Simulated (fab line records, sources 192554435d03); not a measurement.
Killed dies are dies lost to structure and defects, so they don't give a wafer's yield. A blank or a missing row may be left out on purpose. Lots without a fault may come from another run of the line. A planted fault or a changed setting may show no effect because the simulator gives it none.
Which tool did it? | flow n5_finfet | 22 lots, 66 wafers sampled, at 6 steps of a route of 1938

WHAT THE GAUGES READ, wafer by wafer
N5_GATE_CUT_INSPECT_26: inspects for defects (darkfield).
lot  | measured     | on                | raw_defect_count
L074 | day 4 15:16  | defect_inspect-02 | 48 23 24
L075 | day 4 21:40  | defect_inspect-02 | 58 33 38
L076 | day 5 06:13  | defect_inspect-01 | 24 37 39
L077 | day 5 10:28  | defect_inspect-02 | 43 34 24
L078 | day 5 16:24  | defect_inspect-01 | 20 38 22
L079 | day 5 22:02  | defect_inspect-02 | 50 56 34
L080 | day 6 03:08  | defect_inspect-01 | 18 53 35
L082 | day 6 18:43  | defect_inspect-02 | 43 40 69
L084 | day 7 04:19  | defect_inspect-01 | 36 36 23
L085 | day 7 10:43  | defect_inspect-02 | 26 44 49
L086 | day 7 16:16  | defect_inspect-02 | 48 29 43
L087 | day 7 20:40  | defect_inspect-01 | 44 29 24
L088 | day 8 02:46  | defect_inspect-02 | 45 43 32
L089 | day 8 11:57  | defect_inspect-01 | 26 24 53
L090 | day 8 14:10  | defect_inspect-02 | 55 69 48
L091 | day 8 21:32  | defect_inspect-01 | 42 37 39
L092 | day 9 04:40  | defect_inspect-02 | 68 76 55
L093 | day 9 08:04  | defect_inspect-02 | 69 32 37
L094 | day 9 23:22  | defect_inspect-01 | 53 40 52
L095 | day 10 01:08 | defect_inspect-02 | 24 28 52
L096 | day 10 06:04 | defect_inspect-01 | 38 63 17
L097 | day 10 10:23 | defect_inspect-01 | 28 20 40

N5_MOL_CONTACT_COAG_OVL_MEAS_41.
lot  | measured     | on         | VD_OVL (nm)
L074 | day 5 04:02  | overlay-02 | 0.2 -1.9 -1.0
L075 | day 5 09:04  | overlay-01 | -1.0 0.5 -0.2
L076 | day 5 17:35  | overlay-01 | -1.9 -1.4 -1.7
L077 | day 5 22:53  | overlay-01 | 0.4 -0.7 -0.4
L078 | day 6 06:25  | overlay-01 | -2.4 -1.1 -2.0
L079 | day 6 11:14  | overlay-01 | -1.5 -1.9 -1.8
L080 | day 6 16:50  | overlay-01 | -0.2 0.4 -0.4
L082 | day 7 07:49  | overlay-02 | -1.4 -1.3 -1.2
L084 | day 7 16:54  | overlay-02 | -0.5 -0.1 0.6
L085 | day 7 22:32  | overlay-01 | -0.2 -1.1 -0.9
L086 | day 8 04:29  | overlay-01 | -1.1 -0.5 -0.3
L087 | day 8 10:00  | overlay-01 | -0.9 0.2 -0.5
L088 | day 8 15:11  | overlay-02 | -0.5 0.6 -0.2
L089 | day 9 00:51  | overlay-01 | -0.5 -1.3 -1.2
L090 | day 9 02:32  | overlay-02 | 1.4 0.7 0.2
L091 | day 9 10:15  | overlay-01 | 0.6 1.7 -0.1
L092 | day 9 19:50  | overlay-01 | -0.4 -0.5 0.4
L093 | day 9 21:44  | overlay-02 | 0.1 -0.4 0.2
L094 | day 10 09:34 | overlay-01 | -1.2 -0.9 -1.2
L095 | day 10 11:41 | overlay-02 | 0.2 -1.3 -1.9
L096 | day 10 15:55 | overlay-02 | 0.0 -0.4 -0.7
L097 | day 10 19:38 | overlay-02 | -0.7 -0.4 -1.2

WHICH TOOL RAN EACH LOT (tool, then ch and the chambers of the sampled wafers, then the start)
lot  | N5_MOL_CONTACT_COAG_ETCH_105       | N5_MOL_CONTACT_COAG_ETCH_90        | N5_MOL_CONTACT_COAG_ETCH_91        | N5_MOL_CONTACT_COAG_VIA_ETCH_46
L074 | rie_diel-05 ch 0,2, day 4 15:55    | rie_diel-01 ch 0,2,3, day 5 02:32  | rie_diel-05 ch 0,1,3, day 5 03:02  | rie_diel-05 ch 0,1,3, day 5 03:10
L075 | rie_diel-06 ch 0,1,3, day 4 22:16  | rie_diel-06 ch 0,1,3, day 5 07:57  | rie_diel-06 ch 2,3, day 5 08:14    | rie_diel-06 ch 2,3, day 5 08:22
L076 | rie_diel-01 ch 1,2, day 5 06:41    | rie_diel-05 ch 0,1,3, day 5 16:19  | rie_diel-06 ch 0,1,2, day 5 16:46  | rie_diel-06 ch 0,1,2, day 5 16:53
L077 | rie_diel-01 ch 1,2, day 5 11:23    | rie_diel-05 ch 1,2,3, day 5 21:40  | rie_diel-01 ch 1,2,3, day 5 21:58  | rie_diel-01 ch 1,2,3, day 5 22:05
L078 | rie_diel-05 ch 0,1,2, day 5 17:04  | rie_diel-06 ch 0,2, day 6 05:11    | rie_diel-06 ch 0,3, day 6 05:29    | rie_diel-06 ch 0,3, day 6 05:36
L079 | rie_diel-06 ch 0,1,2, day 5 22:38  | rie_diel-05 ch 0,1,2, day 6 09:57  | rie_diel-01 ch 0,1,3, day 6 10:26  | rie_diel-01 ch 0,1,3, day 6 10:33
L080 | rie_diel-06 ch 0,2,3, day 6 03:40  | rie_diel-01 ch 1,2,3, day 6 15:37  | rie_diel-01 ch 0,1,3, day 6 15:55  | rie_diel-01 ch 0,1,3, day 6 16:02
L082 | rie_diel-01 ch 0,1,3, day 6 19:19  | rie_diel-05 ch 0,1, day 7 06:41    | rie_diel-05 ch 1,3, day 7 06:59    | rie_diel-05 ch 1,3, day 7 07:06
L084 | rie_diel-01 ch 0,3, day 7 04:58    | rie_diel-05 ch 0,1,3, day 7 15:47  | rie_diel-06 ch 0,1, day 7 16:05    | rie_diel-06 ch 0,1, day 7 16:12
L085 | rie_diel-05 ch 0,1,3, day 7 11:21  | rie_diel-05 ch 1,3, day 7 21:16    | rie_diel-05 ch 0,2, day 7 21:37    | rie_diel-05 ch 0,2, day 7 21:44
L086 | rie_diel-06 ch 0,1,3, day 7 16:56  | rie_diel-05 ch 0,1,2, day 8 03:22  | rie_diel-01 ch 0,2,3, day 8 03:41  | rie_diel-01 ch 0,2,3, day 8 03:49
L087 | rie_diel-06 ch 0,1,3, day 7 21:08  | rie_diel-01 ch 0,2,3, day 8 08:54  | rie_diel-06 ch 0,1,2, day 8 09:11  | rie_diel-06 ch 0,1,2, day 8 09:19
L088 | rie_diel-06 ch 0,2,3, day 8 03:14  | rie_diel-05 ch 0,1,3, day 8 14:05  | rie_diel-05 ch 0,2,3, day 8 14:23  | rie_diel-05 ch 0,2,3, day 8 14:30
L089 | rie_diel-05 ch 0,2,3, day 8 12:40  | rie_diel-01 ch 0,1, day 8 23:42    | rie_diel-06 ch 0,2,3, day 8 23:59  | rie_diel-06 ch 0,2,3, day 9 00:07
L090 | rie_diel-05 ch 0,2,3, day 8 14:46  | rie_diel-05 ch 1,2, day 9 01:20    | rie_diel-05 ch 1,3, day 9 01:44    | rie_diel-05 ch 1,3, day 9 01:52
L091 | rie_diel-06 ch 1,2,3, day 8 22:08  | rie_diel-05 ch 0,1,2, day 9 09:04  | rie_diel-06 ch 0,1,2, day 9 09:26  | rie_diel-06 ch 0,1,2, day 9 09:33
L092 | rie_diel-01 ch 0,2,3, day 9 05:16  | rie_diel-01 ch 2,3, day 9 15:59    | rie_diel-01 ch 0,1,2, day 9 16:17  | rie_diel-01 ch 0,1,2, day 9 16:24
L093 | rie_diel-05 ch 0,1, day 9 09:10    | rie_diel-05 ch 1,2, day 9 20:35    | rie_diel-01 ch 0,1,3, day 9 20:53  | rie_diel-01 ch 0,1,3, day 9 21:00
L094 | rie_diel-06 ch 0,2, day 9 23:59    | rie_diel-06 ch 0,1, day 10 07:47   | rie_diel-01 ch 0,1, day 10 08:36   | rie_diel-01 ch 0,1, day 10 08:43
L095 | rie_diel-05 ch 0,1,2, day 10 01:51 | rie_diel-05 ch 0,1, day 10 10:22   | rie_diel-06 ch 0,1,2, day 10 10:43 | rie_diel-06 ch 0,1,2, day 10 10:50
L096 | rie_diel-06 ch 1,2, day 10 06:40   | rie_diel-05 ch 2,3, day 10 14:26   | rie_diel-06 ch 0,1,2, day 10 14:58 | rie_diel-06 ch 0,1,2, day 10 15:05
L097 | rie_diel-05 ch 0,1, day 10 10:59   | rie_diel-05 ch 1,2,3, day 10 18:20 | rie_diel-06 ch 0,1,2, day 10 18:40 | rie_diel-06 ch 0,1,2, day 10 18:47
- N5_MOL_CONTACT_COAG_ETCH_105: etches SiARC in CF4, target depth 15.6 nm, time 26 s.
- N5_MOL_CONTACT_COAG_ETCH_90: etches SiARC in CF4, target depth 13 nm, time 21.7 s.
- N5_MOL_CONTACT_COAG_ETCH_91: etches SOC in N2/H2, target depth 60 nm, overetch 21 nm, time 101.2 s.
- N5_MOL_CONTACT_COAG_VIA_ETCH_46: etches SiO2 in C4F6/O2, target depth 46 nm, overetch 9.2 nm, time 40 s.

WHAT THE TOOLS THEMSELVES READ (means of the sampled wafers that have a number; where no wafer has one, the mark that the record gives instead)
N5_MOL_CONTACT_COAG_ETCH_105.
lot  | tool        | drypump_motor_current_A (A) | etch_rf_on_time_s (s) | oes_product_au (a.u.) | rf_vpp_V (V) | showerhead_plenum_p_Torr (Torr) | throttle_valve_pct (%)
L074 | rie_diel-05 | 5.8                         | 26.0                  | 0.61                  | 184.5        | 2.15                            | 15.66
L075 | rie_diel-06 | 5.4                         | 26.8                  | 0.66                  | 183.9        | 2.12                            | 15.52
L076 | rie_diel-01 | 5.8                         | 26.0                  | 0.74                  | 184.7        | 2.14                            | 15.36
L077 | rie_diel-01 | 5.6                         | 26.8                  | 0.74                  | 184.3        | 2.11                            | 15.42
L078 | rie_diel-05 | 5.9                         | 25.9                  | 0.60                  | 183.5        | 2.12                            | 15.72
L079 | rie_diel-06 | 5.1                         | 26.2                  | 0.69                  | 184.1        | 2.13                            | 15.54
L080 | rie_diel-06 | 5.2                         | 26.5                  | 0.69                  | 183.5        | 2.16                            | 15.56
L082 | rie_diel-01 | 5.9                         | 25.5                  | 0.76                  | 185.2        | 2.17                            | 15.47
L084 | rie_diel-01 | 6.0                         | 25.5                  | 0.73                  | 184.3        | 2.18                            | 15.66
L085 | rie_diel-05 | 6.0                         | 26.0                  | 0.68                  | 183.3        | 2.09                            | 15.56
L086 | rie_diel-06 | 5.5                         | 26.3                  | 0.64                  | 184.2        | 2.11                            | 15.58
L087 | rie_diel-06 | 5.5                         | 26.8                  | 0.64                  | 183.9        | 2.11                            | 15.57
L088 | rie_diel-06 | 5.2                         | 26.9                  | 0.67                  | 183.6        | 2.15                            | 15.60
L089 | rie_diel-05 | 6.1                         | 25.9                  | 0.74                  | 183.3        | 2.14                            | 15.36
L090 | rie_diel-05 | 6.1                         | 25.9                  | 0.73                  | 184.4        | 2.14                            | 15.35
L091 | rie_diel-06 | 5.2                         | 26.2                  | 0.63                  | 183.4        | 2.10                            | 15.72
L092 | rie_diel-01 | 5.7                         | 25.8                  | 0.72                  | 184.5        | 2.14                            | 15.57
L093 | rie_diel-05 | 5.7                         | 25.9                  | 0.60                  | 182.9        | 2.08                            | 15.81
L094 | rie_diel-06 | 4.9                         | 26.4                  | 0.68                  | 184.5        | 2.16                            | 15.64
L095 | rie_diel-05 | 5.9                         | 25.7                  | 0.66                  | 183.8        | 2.11                            | 15.64
L096 | rie_diel-06 | 5.1                         | 25.7                  | 0.63                  | 183.2        | 2.07                            | 15.73
L097 | rie_diel-05 | 5.7                         | 26.0                  | 0.59                  | 183.1        | 2.06                            | 15.87

N5_MOL_CONTACT_COAG_ETCH_90.
lot  | tool        | drypump_motor_current_A (A) | etch_rf_on_time_s (s) | oes_product_au (a.u.) | rf_vpp_V (V) | showerhead_plenum_p_Torr (Torr) | throttle_valve_pct (%)
L074 | rie_diel-01 | 5.7                         | 21.5                  | 0.69                  | 184.6        | 2.16                            | 15.66
L075 | rie_diel-06 | 5.5                         | 22.3                  | 0.66                  | 183.0        | 2.12                            | 15.53
L076 | rie_diel-05 | 6.0                         | 22.2                  | 0.60                  | 184.3        | 2.09                            | 15.71
L077 | rie_diel-05 | 6.2                         | 21.9                  | 0.59                  | 183.3        | 2.11                            | 15.68
L078 | rie_diel-06 | 4.9                         | 21.9                  | 0.73                  | 184.1        | 2.18                            | 15.57
L079 | rie_diel-05 | 5.9                         | 21.7                  | 0.60                  | 184.0        | 2.12                            | 15.73
L080 | rie_diel-01 | 5.8                         | 21.8                  | 0.71                  | 184.0        | 2.14                            | 15.57
L082 | rie_diel-05 | 5.8                         | 21.7                  | 0.60                  | 183.4        | 2.07                            | 15.82
L084 | rie_diel-05 | 6.0                         | 21.7                  | 0.67                  | 184.3        | 2.09                            | 15.58
L085 | rie_diel-05 | 6.3                         | 21.5                  | 0.73                  | 183.1        | 2.08                            | 15.37
L086 | rie_diel-05 | 5.9                         | 21.6                  | 0.68                  | 184.0        | 2.12                            | 15.61
L087 | rie_diel-01 | 5.7                         | 21.8                  | 0.73                  | 184.3        | 2.15                            | 15.56
L088 | rie_diel-05 | 6.0                         | 21.7                  | 0.66                  | 183.7        | 2.09                            | 15.58
L089 | rie_diel-01 | 5.9                         | 21.0                  | 0.77                  | 184.9        | 2.18                            | 15.25
L090 | rie_diel-05 | 6.0                         | 21.1                  | 0.74                  | 183.8        | 2.14                            | 15.43
L091 | rie_diel-05 | 5.9                         | 21.3                  | 0.67                  | 183.5        | 2.11                            | 15.63
L092 | rie_diel-01 | 5.9                         | 21.9                  | 0.68                  | 184.0        | 2.13                            | 15.81
L093 | rie_diel-05 | 6.0                         | 21.0                  | 0.73                  | 184.1        | 2.13                            | 15.44
L094 | rie_diel-06 | 5.4                         | 22.4                  | 0.65                  | 184.0        | 2.13                            | 15.47
L095 | rie_diel-05 | 5.7                         | 21.6                  | 0.60                  | 183.2        | 2.08                            | 15.83
L096 | rie_diel-05 | 6.3                         | 21.3                  | 0.78                  | 184.5        | 2.15                            | 15.19
L097 | rie_diel-05 | 6.2                         | 21.5                  | 0.70                  | 183.6        | 2.10                            | 15.43

N5_MOL_CONTACT_COAG_ETCH_91.
lot  | tool        | drypump_motor_current_A (A) | oes_product_au (a.u.) | rf_vpp_V (V) | showerhead_plenum_p_Torr (Torr) | throttle_valve_pct (%)
L074 | rie_diel-05 | 6.0                         | 0.59                  | 522.0        | 2.49                            | 17.94
L075 | rie_diel-06 | 4.9                         | 0.68                  | 524.9        | 2.55                            | 17.89
L076 | rie_diel-06 | 5.1                         | 0.68                  | 524.4        | 2.54                            | 17.85
L077 | rie_diel-01 | 5.8                         | 0.71                  | 523.7        | 2.55                            | 17.80
L078 | rie_diel-06 | 5.6                         | 0.65                  | 523.6        | 2.53                            | 17.69
L079 | rie_diel-01 | 5.9                         | 0.74                  | 525.3        | 2.58                            | 17.57
L080 | rie_diel-01 | 5.9                         | 0.73                  | 524.7        | 2.58                            | 17.57
L082 | rie_diel-05 | 6.3                         | 0.73                  | 522.1        | 2.48                            | 17.60
L084 | rie_diel-06 | 5.4                         | 0.68                  | 523.3        | 2.54                            | 17.77
L085 | rie_diel-05 | 6.0                         | 0.75                  | 525.2        | 2.57                            | 17.61
L086 | rie_diel-01 | 5.8                         | 0.72                  | 524.2        | 2.56                            | 17.81
L087 | rie_diel-06 | 5.1                         | 0.66                  | 523.4        | 2.53                            | 17.91
L088 | rie_diel-05 | 6.1                         | 0.72                  | 523.1        | 2.54                            | 17.62
L089 | rie_diel-06 | 5.2                         | 0.66                  | 524.7        | 2.55                            | 17.81
L090 | rie_diel-05 | 6.3                         | 0.70                  | 521.5        | 2.47                            | 17.62
L091 | rie_diel-06 | 5.1                         | 0.65                  | 523.1        | 2.53                            | 17.92
L092 | rie_diel-01 | 5.8                         | 0.71                  | 525.1        | 2.54                            | 17.61
L093 | rie_diel-01 | 6.0                         | 0.69                  | 523.5        | 2.56                            | 17.62
L094 | rie_diel-01 | 5.9                         | 0.72                  | 525.6        | 2.57                            | 17.37
L095 | rie_diel-06 | 5.1                         | 0.65                  | 523.1        | 2.52                            | 17.94
L096 | rie_diel-06 | 5.1                         | 0.65                  | 523.3        | 2.52                            | 17.95
L097 | rie_diel-06 | 5.1                         | 0.64                  | 523.0        | 2.52                            | 17.95

N5_MOL_CONTACT_COAG_VIA_ETCH_46.
lot  | tool        | C4F6_flow_sccm (sccm) | drypump_motor_current_A (A) | oes_product_au (a.u.) | rf_vpp_V (V) | showerhead_plenum_p_Torr (Torr) | throttle_valve_pct (%)
L074 | rie_diel-05 | 10.007                | 6.0                         | 0.63                  | 1595         | 2.78                            | 40.8
L075 | rie_diel-06 | 9.996                 | 4.9                         | 0.72                  | 1601         | 2.85                            | 40.8
L076 | rie_diel-06 | 9.987                 | 5.1                         | 0.73                  | 1589         | 2.83                            | 40.8
L077 | rie_diel-01 | 10.006                | 5.8                         | 0.76                  | 1593         | 2.84                            | 40.7
L078 | rie_diel-06 | 9.998                 | 5.6                         | 0.69                  | 1563         | 2.82                            | 40.5
L079 | rie_diel-01 | 10.009                | 5.9                         | 0.78                  | 1599         | 2.88                            | 40.3
L080 | rie_diel-01 | 10.002                | 5.9                         | 0.76                  | 1598         | 2.87                            | 40.3
L082 | rie_diel-05 | 10.026                | 6.3                         | 0.79                  | 1617         | 2.76                            | 40.7
L084 | rie_diel-06 | 10.010                | 5.4                         | 0.71                  | 1578         | 2.83                            | 40.6
L085 | rie_diel-05 | 9.988                 | 6.0                         | 0.81                  | 1576         | 2.88                            | 41.0
L086 | rie_diel-01 | 9.993                 | 5.8                         | 0.76                  | 1577         | 2.84                            | 40.6
L087 | rie_diel-06 | 9.987                 | 5.1                         | 0.71                  | 1588         | 2.82                            | 40.8
L088 | rie_diel-05 | 9.997                 | 6.1                         | 0.76                  | 1588         | 2.84                            | 40.7
L089 | rie_diel-06 | 10.024                | 5.2                         | 0.70                  | 1588         | 2.84                            | 40.7
L090 | rie_diel-05 | 10.013                | 6.3                         | 0.74                  | 1615         | 2.76                            | 40.7
L091 | rie_diel-06 | 9.977                 | 5.1                         | 0.69                  | 1589         | 2.81                            | 40.8
L092 | rie_diel-01 | 10.015                | 5.7                         | 0.75                  | 1580         | 2.83                            | 40.3
L093 | rie_diel-01 | 10.004                | 5.9                         | 0.74                  | 1597         | 2.86                            | 40.3
L094 | rie_diel-01 | 9.983                 | 5.9                         | 0.77                  | 1586         | 2.87                            | 39.9
L095 | rie_diel-06 | 9.992                 | 5.1                         | 0.69                  | 1588         | 2.81                            | 40.8
L096 | rie_diel-06 | 9.984                 | 5.1                         | 0.69                  | 1588         | 2.81                            | 40.8
L097 | rie_diel-06 | 10.020                | 5.1                         | 0.69                  | 1588         | 2.80                            | 40.8

THE ANSWER, worked out from the rows above alone
Rule: what is usual is taken from the lots themselves. Put in order of their means at a reading, lots are off if they are a third of the lots or fewer, leave a main group of 4 or more, and stand apart from it by a gap of 3 or more times the standard deviation of the main group's means; of several such gaps the widest counts. A main group whose means are all the same, to the digits that the tables above print for the reading, isn't used. A lot without any number at a reading at which 4 lots or more have one is off too. The other lots that the step has rows for count as sound. The gauges are gone through in route order, then the tools' own readings, and for those a lot's mean is taken as printed above. The first step at which some lot is off is used, and at that step the reading that is off furthest; a lot without a number counts as furthest.
No lot is off at any reading shown: from this, nothing can be told.

WHAT THE SIMULATOR HAD PUT IN
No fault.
